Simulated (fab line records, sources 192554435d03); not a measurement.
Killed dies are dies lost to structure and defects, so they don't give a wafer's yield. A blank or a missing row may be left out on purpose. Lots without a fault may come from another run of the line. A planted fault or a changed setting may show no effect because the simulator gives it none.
fab line records | flow n5_finfet
record lots=24 wafers=72 last_day=18
route steps=1938 shown MOL_CONTACT_COAG@574 BEOL_M0_SAQP@633
lots that met no fault: from a run of the same line without faults
start_h: hours from the record's first day to the start of the lot's first wafer shown | wait_h: hours since the lot's step before | " the same as in the row above | L1.1+2: a row that stands for several wafers | - no value, or no start given | * or withheld: withheld | < > ~ a bound
route shown NAME@n: a module of which the file shows steps, and the number in the route of the first | usual: mean/standard deviation of fault-free wafers | same: alike in all rows | chamber/n: place in a boat | sites: the reading at each site | _std_site: their standard deviation | _edge_site: outer sites' mean less inner sites' | radius_mm: how far each site lies from the wafer's centre | mask NAME#n: copy n | behind: the tool/chamber that last shaped the wafer | hold: why the lot was held/for how many hours/how that ended | device: the transistor (n, p or np) that didn't switch | end of line: the same wafers' tests at the end of the route | a step without rows: its recipe alone | killed: dies lost to structure and defects at the first sort, not the wafer's yield | map: a wafer's dies, x killed, . not, _ none there
set.NAME: the setting as run; set.NAME@STEP: as run at that earlier step | model.NAME: the simulator's own value behind a step, which no gauge read
steps of the route over a sample of lots; a table a step, a row a wafer
services: from which hour (start_h, from the record's first day; less than 0 if before it) a tool's chamber was out of use, for how many hours, and why
## steps
# step N5_MOL_CONTACT_COAG_OVL_MEAS_85
# recipe points_per_wafer=522
# usual VG_OVL=-0.4/0.69
# columns lot.wafer tool chamber start_h wait_h VG_OVL[nm]
L074.1 overlay-01 0 97.86 0.0 -2.2
L074.4 " 0 " " -1.1
L074.5 " 0 " " -1.3
L075.3 overlay-02 0 106.27 0.0 -0.4
L075.4 " 0 " " -0.9
L075.6 " 0 " " 0.1
L076.2 overlay-02 0 112.40 0.0 -1.6
L076.3 " 0 " " -0.6
L076.5 " 0 " " -0.6
L077.2 overlay-02 0 118.74 0.0 -0.3
L077.3 " 0 " " -0.6
L077.5 " 0 " " -0.4
L078.1 overlay-01 0 122.76 0.0 -0.6
L078.2 " 0 " " -0.3
L078.6 " 0 " " -0.5
L079.1 overlay-01 0 130.25 0.0 -0.6
L079.2 " 0 " " -1.0
L079.5 " 0 " " -0.8
L080.2 overlay-01 0 134.06 0.0 -0.8
L080.3 " 0 " " 0.2
L080.5 " 0 " " -0.2
L081.2 overlay-02 0 141.98 0.0 -1.3
L081.5 " 0 " " -1.1
L081.6 " 0 " " 0.2
L082.1 overlay-01 0 148.32 0.0 -1.0
L082.2 " 0 " " -0.4
L082.3 " 0 " " -0.1
L083.4 overlay-02 0 158.85 0.0 -1.2
L083.5 " 0 " " 0.2
L083.6 " 0 " " 0.0
L084.2 overlay-02 0 159.88 0.0 -1.3
L084.3 " 0 " " -0.6
L084.4 " 0 " " -1.5
L085.4 overlay-02 0 166.92 0.0 -0.3
L085.5 " 0 " " 0.0
L085.6 " 0 " " -0.8
L086.2 overlay-01 0 168.95 0.0 0.2
L086.4 " 0 " " -0.3
L086.5 " 0 " " 0.2
L087.2 overlay-01 0 176.26 0.0 -1.4
L087.3 " 0 " " -0.6
L087.6 " 0 " " -1.8
L088.1 overlay-02 0 186.87 0.0 0.8
L088.3 " 0 " " 0.7
L088.4 " 0 " " 0.1
L089.3 overlay-02 0 187.31 0.0 -0.3
L089.4 " 0 " " 1.1
L089.5 " 0 " " 0.3
L090.3 overlay-01 0 191.46 0.0 0.2
L090.4 " 0 " " -0.2
L090.6 " 0 " " -0.6
L092.1 overlay-02 0 204.35 0.0 0.1
L092.4 " 0 " " -0.2
L092.6 " 0 " " 0.0
L091.2 overlay-02 0 207.97 0.0 -0.6
L091.4 " 0 " " -0.4
L091.5 " 0 " " 0.6
L093.1 overlay-01 0 211.40 0.0 0.2
L093.2 " 0 " " -0.3
L093.6 " 0 " " -0.2
L094.2 overlay-02 0 218.32 0.0 0.1
L094.3 " 0 " " -1.0
L094.6 " 0 " " 0.1
L095.1 overlay-02 0 225.81 0.0 0.3
L095.3 " 0 " " 0.5
L095.5 " 0 " " -0.1
L096.1 overlay-02 0 235.02 0.0 -2.2
L096.2 " 0 " " -0.2
L096.5 " 0 " " -1.9
L097.1 overlay-01 0 237.55 0.0 0.4
L097.2 " 0 " " -0.6
L097.4 " 0 " " 0.1
# step N5_MOL_CONTACT_COAG_THK_MEAS_53
# recipe reads=SiO2_of_MOL_CONTACT_COAG_PECVD_31
# usual VIA_MOL_THK=43.8/0.78
# columns lot.wafer tool chamber start_h wait_h VIA_MOL_THK[nm]
L074.1 film_metro-02 - 101.27 - 43.3
L074.4 " - " " 43.8
L074.5 " - " " 44.1
L075.3 film_metro-01 - 109.43 - 43.2
L075.4 " - " " 43.8
L075.6 " - " " 44.1
L076.2 film_metro-01 - 115.37 - 43.6
L076.3 " - " " 43.9
L076.5 " - " " 43.9
L077.2 film_metro-02 - 122.32 - 43.4
L077.3 " - " " 43.6
L077.5 " - " " 43.8
L078.1 film_metro-02 - 126.76 - 42.7
L078.2 " - " " 43.3
L078.6 " - " " 44.1
L079.1 film_metro-02 - 134.04 - 43.3
L079.2 " - " " 43.0
L079.5 " - " " 43.3
L080.2 film_metro-02 - 137.10 - 42.8
L080.3 " - " " 43.1
L080.5 " - " " 44.5
L081.2 film_metro-02 - 145.46 - 43.9
L081.5 " - " " 43.2
L081.6 " - " " 44.5
L082.1 film_metro-01 - 151.27 - 43.7
L082.2 " - " " 42.4
L082.3 " - " " 43.4
L083.4 film_metro-01 - 161.89 - 43.6
L083.5 " - " " 43.8
L083.6 " - " " 43.7
L084.2 film_metro-02 - 162.79 - 43.8
L084.3 " - " " 43.7
L084.4 " - " " 44.1
L085.4 film_metro-02 - 169.93 - 44.1
L085.5 " - " " 44.6
L085.6 " - " " 44.5
L086.2 film_metro-02 - 172.29 - 44.8
L086.4 " - " " 45.7
L086.5 " - " " 45.1
L087.2 film_metro-02 - 179.56 - 42.5
L087.3 " - " " 43.6
L087.6 " - " " 44.0
L088.1 film_metro-02 - 191.25 - 45.4
L088.3 " - " " 43.9
L088.4 " - " " 45.5
L089.3 film_metro-02 - 191.88 - 43.6
L089.4 " - " " 44.2
L089.5 " - " " 44.4
L090.3 film_metro-02 - 194.40 - 43.7
L090.4 " - " " 43.6
L090.6 " - " " 44.5
L092.1 film_metro-02 - 209.12 - 42.5
L092.4 " - " " 43.3
L092.6 " - " " 43.1
L091.2 film_metro-02 - 213.84 - 42.4
L091.4 " - " " 42.7
L091.5 " - " " 42.7
L093.1 film_metro-01 - 216.23 - 42.9
L093.2 " - " " 43.7
L093.6 " - " " 44.6
L094.2 film_metro-02 - 221.63 - 44.1
L094.3 " - " " 43.8
L094.6 " - " " 44.1
L095.1 film_metro-01 - 228.99 - 44.9
L095.3 " - " " 43.4
L095.5 " - " " 45.3
L096.1 film_metro-02 - 238.11 - 42.3
L096.2 " - " " 43.3
L096.5 " - " " 44.9
L097.1 film_metro-01 - 240.79 - 42.9
L097.2 " - " " 43.4
L097.4 " - " " 44.4
# step N5_BEOL_M0_SAQP_ILD_DEP_01
# recipe material=SiOC target_thk_a=454.19 temp_c=350 precursor=DEMS/O2 pressure_torr=5 rf_w=500 time_s=8.7
# usual heater_power_w=440/57 showerhead_plenum_p_Torr=5.692/0.013 throttle_valve_pct=11.9/1
# columns lot.wafer tool chamber start_h wait_h heater_power_w showerhead_plenum_p_Torr throttle_valve_pct
L074.1 pecvd-04 2 104.68 0.0 420 5.692 11.3
L074.4 " 0 " " 387 5.687 12.4
L074.5 " 1 " " 532 5.697 13.7
L075.3 pecvd-01 2 112.85 0.0 356 5.728 10.4
L075.4 " 2 " " 352 5.703 10.6
L075.6 " 1 " " 367 5.691 11.2
L076.2 pecvd-04 1 118.79 0.0 521 5.700 13.5
L076.3 " 2 " " 463 5.692 10.9
L076.5 " 1 " " 538 5.700 14.1
L077.2 pecvd-01 2 125.73 0.0 314 5.720 10.3
L077.3 " 1 " " 385 5.683 11.2
L077.5 " 0 " " 460 5.695 11.9
L078.1 pecvd-04 1 130.17 0.0 580 5.704 13.5
L078.2 " 2 " " 390 5.699 11.0
L078.6 " 1 " " 561 5.693 13.9
L079.1 pecvd-04 0 137.45 0.0 449 5.701 12.5
L079.2 " 1 " " 514 5.698 13.9
L079.5 " 2 " " 408 5.674 10.9
L080.2 pecvd-04 2 140.50 0.0 453 5.681 10.9
L080.3 " 0 " " 460 5.693 12.5
L080.5 " 1 " " 481 5.705 13.6
L081.2 pecvd-01 2 148.88 0.0 361 5.713 10.5
L081.5 " 2 " " 360 5.721 10.4
L081.6 " 1 " " 385 5.679 11.5
L082.1 pecvd-01 2 154.70 0.0 386 5.714 10.4
L082.2 " 0 " " 457 5.693 11.5
L082.3 " 1 " " 377 5.678 11.1
L083.4 pecvd-04 2 165.31 0.0 445 5.684 11.2
L083.5 " 0 " " 423 5.695 12.7
L083.6 " 1 " " 514 5.692 13.3
L084.2 pecvd-02 1 168.30 0.0 451 5.702 12.1
L084.3 " 0 " " 505 5.690 10.9
L084.4 " 0 " " 498 5.690 10.8
L085.4 pecvd-01 0 173.35 0.0 408 5.695 11.8
L085.5 " 2 " " 332 5.727 10.2
L085.6 " 1 " " 426 5.666 11.7
L086.2 pecvd-04 0 176.35 0.0 446 5.675 12.6
L086.4 " 1 " " 535 5.680 13.8
L086.5 " 0 " " 449 5.692 12.4
L087.2 pecvd-02 0 182.98 0.0 457 5.674 11.1
L087.3 " 1 " " 461 5.700 12.1
L087.6 " 1 " " 483 5.686 12.1
L088.1 pecvd-02 0 194.67 0.0 509 5.695 11.2
L088.3 " 1 " " 456 5.704 12.6
L088.4 " 1 " " 476 5.679 12.3
L089.3 pecvd-01 2 197.68 0.0 345 5.704 10.8
L089.4 " 1 " " 427 5.688 11.2
L089.5 " 0 " " 377 5.690 11.6
L090.3 pecvd-04 2 200.69 0.0 404 5.683 11.0
L090.4 " 1 " " 565 5.694 13.7
L090.6 " 2 " " 411 5.680 11.0
L092.1 pecvd-02 1 212.53 0.0 435 5.696 12.1
L092.4 " 2 " " 440 5.676 11.7
L092.6 " 1 " " 438 5.690 12.4
L091.2 pecvd-01 2 217.25 0.0 370 5.700 10.6
L091.4 " 1 " " 412 5.690 11.2
L091.5 " 0 " " 449 5.700 11.4
L093.1 pecvd-02 0 220.25 0.0 433 5.667 11.2
L093.2 " 2 " " 435 5.681 12.0
L093.6 " 2 " " 444 5.668 11.9
L094.2 pecvd-04 2 225.05 0.0 473 5.683 11.1
L094.3 " 1 " " 480 5.693 13.5
L094.6 " 0 " " 442 5.702 12.8
L095.1 pecvd-02 1 232.40 0.0 468 5.697 12.4
L095.3 " 0 " " 438 5.700 10.9
L095.5 " 0 " " 432 5.695 11.1
L096.1 pecvd-04 2 241.53 0.0 444 5.681 11.1
L096.2 " 0 " " 477 5.696 12.6
L096.5 " 1 " " 508 5.697 13.7
L097.1 pecvd-04 1 244.54 0.0 576 5.691 13.6
L097.2 " 0 " " 475 5.689 12.5
L097.4 " 1 " " 567 5.691 13.5
# step N5_BEOL_M0_SAQP_OVL_MEAS_15
# recipe points_per_wafer=44
# usual M0_CORE_OVL=-0.7/0.71
# columns lot.wafer tool chamber start_h wait_h M0_CORE_OVL[nm]
L074.1 overlay-01 0 106.27 0.0 0.5
L074.4 " 0 " " 0.4
L074.5 " 0 " " 1.2
L075.3 overlay-02 0 115.91 0.0 -0.5
L075.4 " 0 " " 0.4
L075.6 " 0 " " 0.0
L076.2 overlay-02 0 120.56 0.0 0.0
L076.3 " 0 " " -0.3
L076.5 " 0 " " -1.5
L077.2 overlay-01 0 127.28 0.0 -2.1
L077.3 " 0 " " -1.9
L077.5 " 0 " " -1.4
L078.1 overlay-02 0 131.58 0.0 0.0
L078.2 " 0 " " -0.6
L078.6 " 0 " " -0.4
L079.1 overlay-01 0 139.07 0.0 -0.9
L079.2 " 0 " " -0.4
L079.5 " 0 " " -0.2
L080.2 overlay-01 0 142.97 0.0 -0.1
L080.3 " 0 " " -0.9
L080.5 " 0 " " -2.0
L081.2 overlay-01 0 151.52 0.0 -0.7
L081.5 " 0 " " -0.3
L081.6 " 0 " " -0.6
L082.1 overlay-01 0 155.97 0.0 -0.6
L082.2 " 0 " " -1.8
L082.3 " 0 " " -0.3
L083.4 overlay-01 0 167.00 0.0 -0.6
L083.5 " 0 " " -0.6
L083.6 " 0 " " -0.2
L084.2 overlay-01 0 169.75 0.0 -0.3
L084.3 " 0 " " -1.1
L084.4 " 0 " " -1.7
L085.4 overlay-01 0 174.79 0.0 -0.6
L085.5 " 0 " " -0.1
L085.6 " 0 " " -1.6
L086.2 overlay-02 0 178.68 0.0 -0.7
L086.4 " 0 " " -1.1
L086.5 " 0 " " -0.9
L087.2 overlay-01 0 184.15 0.0 -0.5
L087.3 " 0 " " -0.3
L087.6 " 0 " " -0.2
L088.1 overlay-01 0 195.75 0.0 0.4
L088.3 " 0 " " -0.2
L088.4 " 0 " " 0.4
L089.3 overlay-02 0 200.62 0.0 -0.2
L089.4 " 0 " " 0.0
L089.5 " 0 " " -1.2
L090.3 overlay-01 0 201.77 0.0 0.4
L090.4 " 0 " " 0.0
L090.6 " 0 " " -0.6
L092.1 overlay-02 0 213.79 0.0 0.3
L092.4 " 0 " " -1.8
L092.6 " 0 " " 0.3
L091.2 overlay-02 0 219.95 0.0 -2.2
L091.4 " 0 " " -2.2
L091.5 " 0 " " -1.2
L093.1 overlay-01 0 221.48 0.0 -0.2
L093.2 " 0 " " -0.4
L093.6 " 0 " " -1.0
L094.2 overlay-01 0 226.74 0.0 0.1
L094.3 " 0 " " -0.3
L094.6 " 0 " " 0.3
L095.1 overlay-01 0 234.40 0.0 -0.9
L095.3 " 0 " " -0.1
L095.5 " 0 " " -0.7
L096.1 overlay-02 0 243.94 0.0 -1.5
L096.2 " 0 " " -0.6
L096.5 " 0 " " -1.4
L097.1 overlay-02 0 247.98 0.0 -0.6
L097.2 " 0 " " -1.2
L097.4 " 0 " " -1.3
# step N5_BEOL_M0_SAQP_MANDREL_ETCH_20
# recipe target_depth_a=600 chemistry=HBr/Cl2 target=a-Si stop_on=SiNx bt_time_s=10 mask_material=SOC over_etch_frac=0.5 time_s=30 pressure_mtorr=10 icp_w=800 bias_w=75 HBr_flow_sccm=150 Cl2_flow_sccm=80 ends=end_point
# usual drypump_motor_current_A=5.7/0.45 oes_product_au=0.774/0.016 throttle_valve_pct=35.3/0.31
# same bt_time_s=10
# columns lot.wafer tool chamber start_h wait_h drypump_motor_current_A oes_product_au rf_hours_counter_h throttle_valve_pct
L074.1 rie_si-01 2 106.82 0.0 5.7 0.777 143 35.5
L074.4 " 1 " " 5.1 0.758 3 34.9
L074.5 " 1 " " 5.1 0.755 - 34.9
L075.3 rie_si-02 2 116.37 0.0 5.8 0.794 134 35.7
L075.4 " 3 " " 6.0 0.798 6 35.3
L075.6 " 0 " " 5.5 0.761 - 35.1
L076.2 rie_si-01 0 120.90 0.0 6.2 0.763 1 35.4
L076.3 " 2 " " 5.7 0.776 143 35.5
L076.5 " 3 " " 6.4 0.780 - 35.3
L077.2 rie_si-02 2 127.61 0.0 5.8 0.783 134 35.7
L077.3 " 3 " " 6.0 0.788 6 35.3
L077.5 " 1 " " 4.8 0.776 - 34.6
L078.1 rie_si-01 2 132.12 0.0 5.7 0.763 143 35.5
L078.2 " 0 " " 6.2 0.796 1 35.4
L078.6 " 1 " " 5.1 0.754 - 35.0
L079.1 rie_si-02 2 139.43 0.0 5.8 0.773 135 35.7
L079.2 " 0 " " 5.5 0.741 106 35.1
L079.5 " 2 " " 5.8 0.789 - 35.7
L080.2 rie_si-06 0 143.30 0.0 5.6 0.786 168 35.7
L080.3 " 3 " " 5.7 0.762 154 35.5
L080.5 " 1 " " 5.8 0.787 - 35.2
L081.2 rie_si-02 1 151.86 0.0 4.9 0.757 14 34.7
L081.5 " 1 " " 4.9 0.774 - 34.6
L081.6 " 0 " " 5.5 0.760 - 35.1
L082.1 rie_si-01 0 156.43 0.0 6.2 0.786 2 35.4
L082.2 " 1 " " 5.1 0.746 4 35.0
L082.3 " 3 " " 6.4 0.771 189 35.3
L083.4 rie_si-06 2 167.33 0.0 6.1 0.786 119 35.4
L083.5 " 3 " " 5.8 0.770 - 35.5
L083.6 " 2 " " 6.1 0.786 - 35.4
L084.2 rie_si-06 1 170.14 0.0 5.7 0.790 102 35.2
L084.3 " 3 " " 5.7 0.772 155 35.5
L084.4 " 2 " " 6.1 0.795 120 35.4
L085.4 rie_si-02 0 175.13 0.0 5.5 0.743 107 35.1
L085.5 " 0 " " 5.5 0.740 - 35.1
L085.6 " 1 " " 4.9 0.787 - 34.6
L086.2 rie_si-06 3 179.03 0.0 5.8 0.752 155 35.5
L086.4 " 2 " " 6.1 0.781 120 35.4
L086.5 " 1 " " 5.7 0.766 - 35.2
L087.2 rie_si-01 0 184.73 0.0 6.2 0.780 2 35.4
L087.3 " 3 " " 6.5 0.770 189 35.3
L087.6 " 1 " " 5.1 0.754 - 35.0
L088.1 rie_si-02 3 196.21 0.0 6.0 0.781 7 35.3
L088.3 " 1 " " 4.9 0.769 15 34.7
L088.4 " 0 " " 5.5 0.753 108 35.1
L089.3 rie_si-02 3 201.31 0.0 6.0 0.814 7 35.3
L089.4 " 1 " " 4.9 0.767 15 34.6
L089.5 " 3 " " 6.1 0.799 - 35.3
L090.3 rie_si-01 2 202.14 0.1 5.7 0.781 - 35.5
L090.4 " 1 " " 5.1 0.746 - 35.0
L090.6 " 1 " " 5.1 0.760 - 34.9
L092.1 rie_si-02 1 214.13 0.0 4.8 0.770 15 34.6
L092.4 " 0 " " 5.5 0.760 108 35.1
L092.6 " 2 " " 5.8 0.790 - 35.7
L091.2 rie_si-02 2 220.29 0.0 5.8 0.770 136 35.7
L091.4 " 3 " " 6.0 0.799 7 35.3
L091.5 " 0 " " 5.5 0.749 - 35.1
L093.1 rie_si-02 0 221.81 0.0 5.4 0.745 108 35.1
L093.2 " 3 " " 6.0 0.787 7 35.3
L093.6 " 1 " " 4.9 0.786 - 34.6
L094.2 rie_si-06 1 227.11 0.0 5.7 0.771 103 35.2
L094.3 " 2 " " 6.1 0.789 121 35.4
L094.6 " 3 " " 5.8 0.759 - 35.5
L095.1 rie_si-01 2 234.74 0.0 5.7 0.774 145 35.5
L095.3 " 3 " " 6.4 0.769 1 35.5
L095.5 " 3 " " 6.4 0.777 - 35.5
L096.1 rie_si-02 1 244.40 0.0 4.9 0.776 16 34.6
L096.2 " 2 " " 5.8 0.787 136 35.7
L096.5 " 0 " " 5.5 0.753 - 35.1
L097.1 rie_si-01 1 248.32 0.0 5.0 0.747 6 35.0
L097.2 " 2 " " 5.7 0.785 146 35.5
L097.4 " 3 " " 6.5 0.792 1 35.5
# step N5_BEOL_M0_SAQP_STRIP_86
# recipe chemistry=N2/H2 power_w=500 temp_c=40 pressure_mtorr=50 rf_frequency_hz=6e+07 overash_fraction=0.3 bias_power_w=28 h2_frac=0.5 n2_flow_sccm=300 h2_flow_sccm=300
# usual drypump_motor_current_A=5.7/0.32 oes_product_au=0.79/0.062 rf_vpp_V=121.9/1.6 showerhead_plenum_p_Torr=3.35/0.1 throttle_valve_pct=18.9/0.37
# columns lot.wafer tool chamber start_h wait_h drypump_motor_current_A oes_product_au rf_hours_counter_h rf_vpp_V showerhead_plenum_p_Torr throttle_valve_pct
L074.1 rie_diel-03 0 106.92 0.1 5.7 0.93 22 120.1 3.56 19.0
L074.4 " 2 " " 5.7 0.78 124 123.6 3.49 18.8
L074.5 " 1 " " 5.4 0.84 - 125.4 3.38 18.6
L075.3 rie_diel-04 3 116.47 0.1 5.1 0.80 105 120.9 3.39 18.5
L075.4 " 1 " " 5.7 0.90 42 120.8 3.27 18.5
L075.6 " 0 " " 5.7 0.82 - 124.5 3.36 18.6
L076.2 rie_diel-04 2 121.00 0.1 6.1 0.71 201 121.3 3.22 19.2
L076.3 " 0 " " 5.7 0.83 88 120.9 3.36 18.6
L076.5 " 1 " " 5.7 0.91 - 119.7 3.27 18.5
L077.2 rie_diel-03 3 127.71 0.1 5.9 0.70 199 121.5 3.35 19.2
L077.3 " 0 " " 5.7 0.90 28 123.1 3.56 19.0
L077.5 " 2 " " 5.6 0.77 - 119.7 3.49 18.8
L078.1 rie_diel-03 1 132.22 0.1 5.4 0.82 91 122.4 3.37 18.6
L078.2 " 3 " " 5.9 0.72 201 122.3 3.34 19.2
L078.6 " 0 " " 5.7 0.90 - 124.4 3.56 19.0
L079.1 rie_diel-04 3 139.53 0.1 5.1 0.79 112 120.5 3.39 18.5
L079.2 " 2 " " 6.1 0.72 206 122.4 3.21 19.3
L079.5 " 3 " " 5.1 0.78 - 122.0 3.39 18.4
L080.2 rie_diel-03 2 143.54 0.2 5.6 0.77 135 122.3 3.48 18.8
L080.3 " 3 " " 5.9 0.71 204 122.1 3.34 19.2
L080.5 " 1 " " 5.4 0.81 - 122.5 3.37 18.6
L081.2 rie_diel-04 3 151.96 0.1 5.1 0.78 114 122.2 3.39 18.5
L081.5 " 1 " " 5.7 0.91 - 124.0 3.26 18.5
L081.6 " 0 " " 5.7 0.82 - 124.3 3.36 18.6
L082.1 rie_diel-03 3 156.53 0.1 6.0 0.72 209 123.4 3.34 19.2
L082.2 " 0 " " 5.8 0.89 38 126.1 3.55 19.0
L082.3 " 1 " " 5.4 0.81 99 123.7 3.37 18.6
L083.4 rie_diel-03 2 167.43 0.1 5.7 0.77 144 123.6 3.48 18.9
L083.5 " 2 " " 5.7 0.77 - 122.5 3.48 18.9
L083.6 " 1 " " 5.4 0.81 - 120.2 3.37 18.6
L084.2 rie_diel-01 1 170.25 0.1 5.9 0.73 190 119.5 3.23 19.8
L084.3 " 3 " " 5.7 0.78 136 121.7 3.23 19.1
L084.4 " 2 " " 6.4 0.74 174 125.8 3.47 19.1
L085.4 rie_diel-01 2 175.22 0.1 6.3 0.72 175 120.9 3.47 19.1
L085.5 " 0 " " 5.8 0.84 - 123.0 3.43 18.8
L085.6 " 1 " " 5.9 0.72 - 120.8 3.23 19.8
L086.2 rie_diel-01 2 179.13 0.1 6.4 0.73 176 123.8 3.47 19.1
L086.4 " 1 " " 5.9 0.73 193 119.8 3.23 19.8
L086.5 " 1 " " 5.9 0.73 - 119.5 3.23 19.8
L087.2 rie_diel-01 2 184.83 0.1 6.4 0.74 178 122.9 3.47 19.1
L087.3 " 1 " " 5.9 0.72 194 122.2 3.23 19.8
L087.6 " 2 " " 6.4 0.73 - 122.8 3.47 19.1
L088.1 rie_diel-04 3 196.31 0.1 5.0 0.77 125 121.1 3.38 18.5
L088.3 " 1 " " 5.7 0.88 64 122.1 3.26 18.5
L088.4 " 2 " " 6.0 0.71 218 118.0 3.21 19.3
L089.3 rie_diel-04 2 201.41 0.1 6.1 0.69 220 123.6 3.21 19.3
L089.4 " 0 " " 5.8 0.81 110 121.2 3.35 18.6
L089.5 " 0 " " 5.8 0.81 - 121.6 3.35 18.6
L090.3 rie_diel-04 2 202.24 0.1 6.0 0.70 220 122.4 3.21 19.3
L090.4 " 3 " " 5.1 0.77 127 122.8 3.38 18.5
L090.6 " 1 " " 5.7 0.88 - 120.2 3.26 18.5
L092.1 rie_diel-04 1 214.22 0.1 5.7 0.86 71 124.2 3.25 18.5
L092.4 " 0 " " 5.8 0.80 114 121.2 3.35 18.6
L092.6 " 2 " " 6.0 0.70 - 122.4 3.20 19.3
L091.2 rie_diel-04 2 220.38 0.1 6.1 0.69 226 120.9 3.20 19.3
L091.4 " 1 " " 5.7 0.86 73 122.4 3.25 18.5
L091.5 " 1 " " 5.7 0.87 - 122.4 3.25 18.5
L093.1 rie_diel-01 2 221.91 0.1 6.3 0.73 188 122.7 3.46 19.1
L093.2 " 1 " " 5.9 0.73 204 119.3 3.23 19.8
L093.6 " 1 " " 5.9 0.73 - 119.6 3.23 19.8
L094.2 rie_diel-04 2 227.21 0.1 6.0 0.69 227 120.9 3.20 19.3
L094.3 " 3 " " 5.1 0.77 134 121.0 3.38 18.5
L094.6 " 3 " " 5.0 0.76 - 123.6 3.38 18.5
L095.1 rie_diel-01 0 234.84 0.1 5.8 0.82 65 121.5 3.42 18.8
L095.3 " 2 " " 6.3 0.72 192 123.2 3.46 19.1
L095.5 " 3 " " 5.7 0.75 - 120.3 3.22 19.1
L096.1 rie_diel-03 2 244.50 0.1 5.7 0.74 166 122.0 3.47 18.9
L096.2 " 1 " " 5.4 0.79 123 125.5 3.35 18.7
L096.5 " 0 " " 5.7 0.84 - 124.7 3.54 19.0
L097.1 rie_diel-04 1 248.42 0.1 5.7 0.84 82 120.3 3.25 18.5
L097.2 " 3 " " 5.1 0.76 141 121.3 3.37 18.5
L097.4 " 0 " " 5.7 0.78 125 120.5 3.34 18.6
## services
# columns tool chamber start_h hours kind
rie_si-01 3 81.23 9.7 repair
pecvd-01 - 90.03 14.6 pm
pecvd-04 2 98.38 2.1 scheduled_down
rie_si-02 2 119.32 7.9 repair
rie_si-01 3 127.17 14.5 repair
rie_si-01 - 135.75 0.1 repair
rie_diel-04 - 146.76 2.8 pm
pecvd-01 - 161.94 0.6 repair
pecvd-04 - 162.24 0.8 repair
rie_diel-04 2 163.49 3.9 repair
rie_si-01 0 165.37 12.0 repair
rie_si-01 1 168.08 2.8 repair
rie_si-06 0 187.32 1.8 repair
rie_si-01 3 193.42 - clean
rie_si-01 3 193.42 14.0 scheduled_down
pecvd-04 0 198.47 5.0 repair
rie_si-01 0 200.53 34.2 repair
rie_si-02 3 202.15 2.4 repair
rie_si-06 2 204.79 5.0 repair
rie_diel-01 - 207.15 2.3 repair
pecvd-01 - 222.27 2.8 pm
pecvd-04 2 228.18 5.5 scheduled_down
rie_diel-01 - 229.78 2.5 repair
pecvd-01 0 237.40 3.7 repair
## key
fault none
